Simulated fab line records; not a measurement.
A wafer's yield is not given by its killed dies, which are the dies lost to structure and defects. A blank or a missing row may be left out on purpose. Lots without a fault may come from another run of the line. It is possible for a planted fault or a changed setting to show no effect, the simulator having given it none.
fab line records	flow nand_harc
[record] lots = 12	wafers = 36	last_day = 33
route steps=1302 shown P_GATE@142
lots that met no fault: taken from a fault-free run of the same line
start_h: the number of hours between the record's first day and the start of the first shown wafer of the lot	wait_h: hours from the lot's prior step to this one	" as in the row above	L1.1+2: a row that stands for several wafers	- no value present, or no start provided	* or withheld: withheld	< > ~ a bound
route shown NAME@n: a module of which the file shows steps, and the number in the route of the first	usual: mean and standard deviation over wafers with no fault	same: alike in all rows	chamber/n: place in a boat	sites: the reading at each site	_std_site: the values' standard deviation	_edge_site: outer sites' mean less inner sites'	radius_mm: for every site, how far away it sits from the centre of the wafer	mask NAME#n: copy n	behind: the tool/chamber that last shaped the wafer	hold: why the lot was held/for how many hours/how that ended	device: which transistor (n, p or np) failed to switch	end of line: at the end of the route, the tests of the same wafers	for a step that has no rows: nothing shown but its recipe	killed: the dies lost at the first sort to structure and to defects; this is not the yield of the wafer	map: a wafer's dies, x killed, . not, _ none there
set.NAME: the run value of the setting; set.NAME@STEP: its run value at that earlier step	model.NAME: the simulator's own value behind a step, which no gauge read
one table for each step of the route and one row for each wafer, over a sample of lots
services: the hour from which a tool's chamber was out of use, counted from the record's first day as start_h (under 0 if before that day), plus the number of hours and why
[[steps]]
[step NHARC_P_GATE_OVL_MEAS_27]
[usual] overlay_x_nm = -0.2/0.68	overlay_y_nm = -0.1/0.79
lot.wafer	tool	chamber	start_h	wait_h	overlay_x_nm	overlay_y_nm
L317.1	overlay-02	-	99.90	-	0.8	-1.2
L317.2	"	-	"	"	-0.1	-1.4
L317.5	"	-	"	"	0.6	-1.2
L319.3	overlay-01	-	112.54	-	-1.2	-0.2
L319.4	"	-	"	"	-1.2	-0.1
L319.5	"	-	"	"	-1.3	-0.1
L321.1	overlay-01	-	133.13	-	0.4	-1.3
L321.2	"	-	"	"	0.9	-0.9
L321.5	"	-	"	"	-0.1	-0.9
L323.3	overlay-02	-	157.23	-	-0.9	0.6
L323.5	"	-	"	"	-0.3	1.1
L323.6	"	-	"	"	-0.6	0.8
L324.1	overlay-02	-	163.86	-	0.7	0.3
L324.2	"	-	"	"	0.3	0.0
L324.3	"	-	"	"	0.4	0.7
L334.2	overlay-01	-	271.89	-	1.0	1.2
L334.3	"	-	"	"	0.5	0.5
L334.6	"	-	"	"	0.5	0.7
L335.1	overlay-02	-	272.21	-	-1.2	-0.6
L335.3	"	-	"	"	-1.2	-0.1
L335.6	"	-	"	"	-1.1	-0.2
L336.3	overlay-02	-	285.75	-	-0.4	-0.2
L336.4	"	-	"	"	-0.2	-0.5
L336.5	"	-	"	"	-0.5	-0.9
L337.1	overlay-02	-	298.37	-	0.0	-0.2
L337.2	"	-	"	"	0.0	-0.6
L337.5	"	-	"	"	-0.3	-0.3
L338.2	overlay-02	-	305.44	-	-1.2	-0.2
L338.3	"	-	"	"	-0.4	0.2
L338.5	"	-	"	"	-0.9	-0.7
L339.3	overlay-02	-	319.82	-	-0.9	0.2
L339.5	"	-	"	"	-0.7	1.1
L339.6	"	-	"	"	-0.8	1.0
L340.3	overlay-02	-	324.47	-	0.5	-0.8
L340.4	"	-	"	"	0.8	-0.2
L340.6	"	-	"	"	-0.1	-0.1
[step NHARC_P_GATE_ETCH_32]
[recipe] target_depth_a = 1500	over_etch_frac = 1	over_etch_ion_energy_ev = 40	time_s = 100.1	hbr_flow_sccm = 150	cl2_flow_sccm = 50	rf_w = 400	icp_w = 400	bias_w = 100	chemistry = HBr/Cl2
[usual] bias_w = 99.96/0.29	drypump_motor_current_A = 6.0/0.54	mfc_cl2_sccm = 49.98/0.17	oes_product_au = 1.004/0.0092	rf_fwd_power_W = 397.2/1.5	throttle_valve_pct = 26.407/0.0088
lot.wafer	tool	chamber	start_h	wait_h	bias_w	drypump_motor_current_A	mfc_cl2_sccm	oes_product_au	rf_fwd_power_W	rf_hours_counter_h	throttle_valve_pct
L317.2	rie_si-04	2	100.46	-	99.94	5.8	49.84	1.006	396.6	0.64	26.402
L317.1	"	1	"	"	99.88	5.9	49.77	1.005	398.1	0.67	26.412
L317.5	"	2	"	"	100.22	5.8	49.81	1.008	396.6	-	26.417
L319.4	rie_si-01	0	113.13	-	99.90	6.2	49.99	0.991	399.9	0.59	26.414
L319.3	"	1	"	"	99.50	6.8	50.25	1.000	397.2	0.50	26.401
L319.5	"	1	"	"	99.63	6.8	49.88	0.996	397.8	-	26.407
L321.1	rie_si-01	2	133.71	-	99.73	6.8	50.04	1.000	395.0	0.53	26.394
L321.2	"	3	"	"	99.82	5.5	50.00	0.999	396.3	0.63	26.415
L321.5	"	3	"	"	100.55	5.5	50.14	0.989	398.2	-	26.403
L323.3	rie_si-02	0	157.88	-	99.92	6.3	49.85	0.990	399.1	0.27	26.408
L323.5	"	2	"	"	99.95	5.9	49.79	0.995	398.6	-	26.413
L323.6	"	3	"	"	99.97	5.9	49.88	1.002	395.7	-	26.404
L324.3	rie_si-02	3	164.42	-	99.99	5.9	49.77	1.011	399.7	0.41	26.414
L324.2	"	0	"	"	100.21	6.3	49.74	0.983	397.3	0.31	26.399
L324.1	"	2	"	"	99.84	5.9	49.58	1.016	396.8	0.48	26.389
L334.2	rie_si-01	2	272.50	-	100.15	6.8	49.89	1.016	393.9	0.43	26.406
L334.3	"	0	"	"	99.99	6.2	49.98	0.994	396.7	0.41	26.418
L334.6	"	3	"	"	99.98	5.5	49.81	1.003	399.5	-	26.402
L335.1	rie_si-04	3	272.78	-	100.10	6.1	50.35	1.009	398.0	0.54	26.399
L335.3	"	1	"	"	99.09	5.8	49.89	1.013	398.1	0.51	26.408
L335.6	"	3	"	"	100.04	6.1	50.60	1.015	395.2	-	26.404
L336.3	rie_si-02	2	286.40	-	100.12	5.9	49.98	1.018	398.5	0.01	26.427
L336.4	"	1	"	"	99.88	5.0	50.01	1.004	397.0	-	26.408
L336.5	"	2	"	"	100.67	5.9	50.12	1.015	398.5	-	26.410
L337.1	rie_si-02	1	298.94	-	99.70	5.0	49.69	1.005	395.9	0.15	26.413
L337.2	"	2	"	"	100.05	5.9	49.93	1.014	397.3	0.17	26.418
L337.5	"	0	"	"	100.31	6.3	49.86	0.998	398.5	-	26.420
L338.3	rie_si-01	0	306.00	-	99.56	6.2	49.79	0.991	397.6	0.65	26.400
L338.2	"	1	"	"	99.97	6.8	50.08	1.008	397.1	0.62	26.394
L338.5	"	1	"	"	100.10	6.7	50.05	1.005	399.0	-	26.407
L339.3	rie_si-01	2	320.41	-	99.94	6.8	49.98	1.018	396.9	0.78	26.410
L339.5	"	0	"	"	99.85	6.3	49.81	1.005	398.0	-	26.403
L339.6	"	1	"	"	100.61	6.8	49.94	1.008	397.9	-	26.401
L340.3	rie_si-02	2	325.06	-	99.62	5.9	50.00	1.002	397.4	0.32	26.421
L340.4	"	3	"	"	100.08	5.9	50.14	1.021	396.2	0.33	26.404
L340.6	"	1	"	"	100.31	5.0	49.83	0.995	396.1	-	26.421
[step NHARC_P_GATE_EXPOSE_56]
[recipe] na = 0.6	target_cd_nm = 720	dose_mj = 14.81	mask_id = P_PSD
lot.wafer	tool	chamber	start_h	wait_h	mask
L317.1+2+5	krf_scanner-02	0	113.48	-	P_PSD#0
L319.3+4+5	krf_scanner-04	0	125.87	-	P_PSD#0
L321.1+2+5	krf_scanner-01	0	148.60	-	P_PSD#0
L323.3+5+6	krf_scanner-01	0	170.70	-	P_PSD#0
L324.1+2+3	krf_scanner-02	0	177.36	-	P_PSD_R1#0
L334.2+3+6	krf_scanner-04	0	285.36	-	P_PSD#0
L335.1+3+6	krf_scanner-01	0	285.68	-	P_PSD#0
L336.3+4+5	krf_scanner-02	0	299.47	-	P_PSD#0
L337.1+2+5	krf_scanner-01	0	311.64	-	P_PSD#0
L338.2+3+5	krf_scanner-02	0	319.14	-	P_PSD#0
L339.3+5+6	krf_scanner-02	0	333.26	-	P_PSD#0
L340.3+4+6	krf_scanner-02	0	337.97	-	P_PSD#0
[step NHARC_P_GATE_CD_MEAS_59]
[recipe] target_cd_nm = 720	landing_energy_ev = 500
[usual] cd_nm = 719.1/1.6
lot.wafer	tool	chamber	start_h	wait_h	cd_nm
L317.1	cd_sem-01	0	113.63	-	719.6
L317.2	"	0	"	"	720.2
L317.5	"	0	"	"	717.2
L319.3	cd_sem-02	0	126.02	-	721.0
L319.4	"	0	"	"	719.2
L319.5	"	0	"	"	719.1
L321.1	cd_sem-03	0	148.75	-	719.6
L321.2	"	0	"	"	721.2
L321.5	"	0	"	"	719.1
L323.3	cd_sem-01	0	170.84	-	719.9
L323.5	"	0	"	"	716.5
L323.6	"	0	"	"	717.3
L324.1	cd_sem-01	0	177.52	-	712.2
L324.2	"	0	"	"	711.7
L324.3	"	0	"	"	712.9
L334.2	cd_sem-02	0	285.51	-	718.4
L334.3	"	0	"	"	720.9
L334.6	"	0	"	"	720.4
L335.1	cd_sem-01	0	285.84	-	721.2
L335.3	"	0	"	"	718.1
L335.6	"	0	"	"	719.8
L336.3	cd_sem-02	0	299.62	-	721.8
L336.4	"	0	"	"	719.9
L336.5	"	0	"	"	718.8
L337.1	cd_sem-01	0	311.79	-	721.1
L337.2	"	0	"	"	719.6
L337.5	"	0	"	"	720.6
L338.2	cd_sem-02	0	319.30	-	721.4
L338.3	"	0	"	"	719.6
L338.5	"	0	"	"	719.0
L339.3	cd_sem-02	0	333.41	-	719.7
L339.5	"	0	"	"	717.1
L339.6	"	0	"	"	720.4
L340.3	cd_sem-02	0	338.12	-	721.5
L340.4	"	0	"	"	721.6
L340.6	"	0	"	"	720.2
[step NHARC_P_GATE_DESCUM_61]
[recipe] time_s = 3	o2_flow_sccm = 200	ar_flow_sccm = 0	bias_power_w = 0	chemistry = O2
[usual] drypump_motor_current_A = 5.9/0.52	oes_product_au = 1.001/0.0097	rf_vpp_V = 57.6/0.84	showerhead_plenum_p_Torr = 1.90/0.074	throttle_valve_pct = 11.311/0.0082
lot.wafer	tool	chamber	start_h	wait_h	drypump_motor_current_A	oes_product_au	rf_hours_counter_h	rf_vpp_V	showerhead_plenum_p_Torr	throttle_valve_pct
L317.1	rie_diel-01	2	113.82	-	5.9	1.002	5	57.9	1.94	11.329
L317.2	"	3	"	"	6.4	1.009	6	58.5	1.89	11.307
L317.5	"	1	"	"	5.4	1.006	-	57.2	1.80	11.302
L319.4	rie_diel-09	0	126.18	-	6.6	1.008	5	56.1	1.81	11.306
L319.3	"	1	"	"	4.9	1.014	6	57.8	2.00	11.320
L319.5	"	1	"	"	4.9	1.011	-	58.7	2.00	11.318
L321.2	rie_diel-01	2	148.91	-	5.9	1.014	7	57.6	1.94	11.306
L321.1	"	0	"	"	6.6	0.991	10	57.0	1.91	11.293
L321.5	"	3	"	"	6.5	1.011	-	58.3	1.88	11.300
L323.3	rie_diel-09	0	171.02	-	6.6	1.012	1	57.8	1.81	11.316
L323.5	"	2	"	"	5.8	0.997	-	57.5	2.03	11.303
L323.6	"	3	"	"	6.1	0.996	-	56.2	1.85	11.311
L324.3	rie_diel-01	1	177.68	-	5.5	1.001	11	56.6	1.79	11.301
L324.1	"	3	"	"	6.4	1.017	11	56.9	1.88	11.298
L324.2	"	0	"	"	6.7	0.991	12	57.7	1.91	11.304
L334.2	rie_diel-09	0	285.67	-	6.5	0.985	8	58.4	1.80	11.298
L334.3	"	2	"	"	5.8	0.985	9	58.1	2.03	11.328
L334.6	"	0	"	"	6.6	0.998	-	58.2	1.80	11.316
L335.1	rie_diel-09	2	286.01	-	5.8	0.980	9	57.3	2.03	11.325
L335.3	"	3	"	"	6.1	0.989	8	57.6	1.85	11.320
L335.6	"	2	"	"	5.8	0.990	-	57.7	2.03	11.311
L336.3	rie_diel-09	2	299.78	-	5.8	0.997	10	58.3	2.03	11.315
L336.4	"	3	"	"	6.1	1.000	9	58.6	1.85	11.311
L336.5	"	1	"	"	4.9	1.004	-	59.3	2.00	11.298
L337.2	rie_diel-01	1	311.95	-	5.4	1.005	4	57.0	1.79	11.322
L337.1	"	0	"	"	6.7	0.995	4	57.0	1.91	11.312
L337.5	"	2	"	"	5.9	0.993	-	57.5	1.94	11.317
L338.2	rie_diel-01	1	319.47	-	5.4	1.001	5	56.9	1.79	11.308
L338.3	"	2	"	"	5.9	0.996	4	57.4	1.94	11.320
L338.5	"	1	"	"	5.4	1.001	-	58.7	1.79	11.319
L339.3	rie_diel-01	2	333.60	-	5.9	1.006	5	57.4	1.94	11.320
L339.6	"	3	"	"	6.5	1.003	-	56.6	1.88	11.309
L339.5	"	0	"	"	6.7	0.997	-	58.2	1.91	11.325
L340.3	rie_diel-03	1	338.27	-	5.5	1.006	2	57.9	1.88	11.307
L340.4	"	3	"	"	5.8	1.014	2	57.3	1.93	11.306
L340.6	"	1	"	"	5.5	0.998	-	57.3	1.88	11.321
[[services]]
tool	chamber	start_h	hours	kind
rie_si-02	3	92.67	13.7	repair
rie_diel-01	3	93.59	4.4	repair
krf_scanner-02	-	94.00	4.0	pm
rie_si-02	-	100.00	9.0	pm
rie_si-01	0	130.19	3.8	repair
krf_scanner-01	-	140.02	4.0	pm
rie_diel-09	-	143.10	9.0	pm
rie_si-01	-	193.00	9.0	pm
krf_scanner-01	-	197.72	0.4	repair
krf_scanner-01	-	198.60	3.0	repair
rie_si-02	1	201.98	1.0	repair
rie_diel-01	-	203.84	9.0	pm
krf_scanner-02	-	266.00	4.0	pm
rie_si-02	-	277.00	9.0	pm
krf_scanner-01	-	277.51	0.6	repair
rie_diel-01	1	283.32	3.1	repair
rie_si-01	-	284.81	0.1	repair
rie_si-02	0	286.38	4.0	repair
rie_si-01	2	287.44	2.0	repair
rie_diel-01	3	291.85	2.0	repair
rie_si-01	3	300.47	19.1	repair
krf_scanner-01	-	312.02	4.0	pm
rie_diel-09	-	320.10	9.0	pm
krf_scanner-01	-	333.60	0.5	repair
[[key]]
[first_sign] step = NHARC_P_GATE_EXPOSE_56	reading = mask	direction = changed
[effect] step = NHARC_P_GATE_CD_MEAS_59	reading = cd_nm	direction = down	sigmas = 4.1	usual = 719.1	struck = 712.3
met_at NHARC_P_GATE_EXPOSE_56
struck_lots L324
tester_left_out L324
not_acting_at NHARC_P_GATE_OVL_MEAS_27,NHARC_P_GATE_ETCH_32,NHARC_P_GATE_DESCUM_61
onset_between 113.48 177.36
[fault] kind = wrong_mask	tool = any	chamber = -	onset_h = 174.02	steps = NHARC_P_GATE_EXPOSE_56	aux_copy = P_PSD_R1#0	cd_offset_nm = -8.2636	scope = struck_lots_only
// tester_left_out: of these lots the tester's yield and bins aren't shown, on N5 and GAA mostly nor the transistor test; their killed dies are dies lost to structure and defects alone, not to doping, threshold or leakage, so they don't give the yield
